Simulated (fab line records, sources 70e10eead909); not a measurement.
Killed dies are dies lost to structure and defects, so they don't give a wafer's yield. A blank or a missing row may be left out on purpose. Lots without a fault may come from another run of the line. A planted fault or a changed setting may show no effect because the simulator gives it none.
Problem report in the 8D (eight disciplines) form, filled by code | flow nand_harc | the parts of the form that need people (team, actions taken, sign-off) are left out

1. THE PROBLEM
run_length_s at NHARC_A_CONTACT_ETCH_90 reads a mean of 72.8 s on 2 wafers of 2 lots; wafers without a fault read 107.0 s with a standard deviation of 0.38. That is -90 standard deviations from the usual mean.
The step: etches the open film in CH3F/O2, target depth 40 nm, time 85.7 s.
First seen on wafer L200.1, day 29 07:39, on rie_diel-13. The record holds 42 wafers of 14 lots with a number at this step. Rule for "out", or "out of limits": more than 4 standard deviations from the usual mean. The other wafers with a number count as sound.

2. WHAT IT IS AND WHAT IT IS NOT
question                    | is                | is not
which readings at this step | run_length_s      | chamber_pressure_mTorr, drypump_motor_current_A, oes_product_au, rf_vpp_V, showerhead_plenum_p_Torr, throttle_valve_pct
which lots                  | L200, L201        | L184, L185, L186, L187, L188, L190, L191, L192, L193, L194, L204, L205
which wafers of those lots  | L200.1, L201.2    | L200.3, L200.6, L201.1, L201.3
read on which tools         | rie_diel-13       | rie_diel-05, rie_diel-09
when                        | from day 29 07:39 | up to then (32 sound wafers); but 8 sound wafers of L201, L204, L205 came after

3. SUSPECTS, AND WHAT RULES EACH OUT
Counting: a tool at a process step up to the reading stays a suspect if it ran every lot that is out. Sound lots after the first of them don't rule it out here, since some wafers of a struck lot are sound.
- rie_diel-13 at NHARC_A_CONTACT_ETCH_90 (etches the open film in CH3F/O2, target depth 40 nm, time 85.7 s): kept. It ran every lot that is out, first L200 (day 29 07:39); its last sound lot up to then is L193 (day 26 02:53). Its own readings are out on those wafers: run_length_s.
- Within rie_diel-13 at NHARC_A_CONTACT_ETCH_90: the wafers that are out ran in chamber 0; their sound lot-mates ran in chambers 1, 2, 3.
Left after counting: rie_diel-13 at NHARC_A_CONTACT_ETCH_90.

4. THE CAUSE (what the simulator had put in)
Process parameter drift: rie_diel-13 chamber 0, from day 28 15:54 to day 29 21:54, at NHARC_A_CONTACT_ETCH_90. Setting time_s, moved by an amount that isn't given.
Counting left only this tool.

5. THE CHAIN OF EFFECTS, in route order
Each row: a reading whose mean over the struck wafers that have a number lies more than 3 standard deviations from the usual. Only readings for which the record gives a usual standard deviation are gone through. hours: the time from each lot's start at the first step in this table that gives one to its start at this step, as a median over the lots. sigmas: the change in usual standard deviations.
hours | step                    | reading      | usual   | on struck wafers | change | sigmas
0     | NHARC_A_CONTACT_ETCH_90 | run_length_s | 107.0 s | 72.8             | -34.2  | -90
The process steps in it:
- NHARC_A_CONTACT_ETCH_90: etches the open film in CH3F/O2, target depth 40 nm, time 85.7 s.

6. WHAT WOULD HAVE CAUGHT IT SOONER
In this record the first reading out of limits was taken at day 29 07:39, 16 hours after the fault began at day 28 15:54.
